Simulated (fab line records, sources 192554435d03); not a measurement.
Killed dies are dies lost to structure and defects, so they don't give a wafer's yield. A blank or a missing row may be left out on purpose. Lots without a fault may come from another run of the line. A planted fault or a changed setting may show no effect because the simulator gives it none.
Chamber matching | flow n5_finfet | N5_BEOL_M6_DEP_56 on pecvd-03: 3 sister chambers
The step deposits SiCN from 3MS/NH3, target thk 10 nm, time 17.5 s. 3 wafers are shown with their chamber, then 11 later ones without.

WAFERS WITH THEIR CHAMBER
wafer  | chamber | throttle_valve_pct (%)
L086.5 | 1       | 9.6
L087.1 | 2       | 9.0
L090.1 | 0       | 9.3

WAFERS WITHOUT THEIR CHAMBER
wafer  | throttle_valve_pct (%)
L090.3 | 9.0
L090.5 | 9.0
L092.2 | 8.7
L092.3 | 9.3
L092.6 | 9.3
L097.2 | 9.2
L097.3 | 8.9
L097.5 | 10.0
L096.1 | 8.9
L096.2 | 9.4
L096.5 | 10.2

WHICH CHAMBER EACH WENT THROUGH
wafer  | from the rows above          | in truth
L090.3 | can't be placed: 2 or 0      | 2
L090.5 | can't be placed: 2 or 0      | 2
L092.2 | can't be placed: 2 or 0      | 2
L092.3 | can't be placed: 0 or 1 or 2 | 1
L092.6 | can't be placed: 0 or 1 or 2 | 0
L097.2 | can't be placed: 0 or 2 or 1 | 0
L097.3 | can't be placed: 2 or 0      | 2
L097.5 | can't be placed: 1 or 0      | 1
L096.1 | can't be placed: 2 or 0      | 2
L096.2 | can't be placed: 0 or 1 or 2 | 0
L096.5 | can't be placed: 1 or 0      | 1
Placed correctly: 0 of 11. Can't be placed from these rows: 11 (the true chamber is among the candidates in 11). Placed wrongly: 0.
How it was worked out, from the rows above alone: a wafer's distance from a chamber is the root of the sum, over the readings, of the square of ((its reading less the chamber's mean) divided by the reading's scatter). The wafer belongs to the nearest chamber; if the next one is less than 2 further off, it can't be placed. A chamber's mean is the mean of its shown wafers. The scatter: with one shown wafer a chamber, the root of the mean of the squares of how far each hidden wafer lies from its nearest shown one.
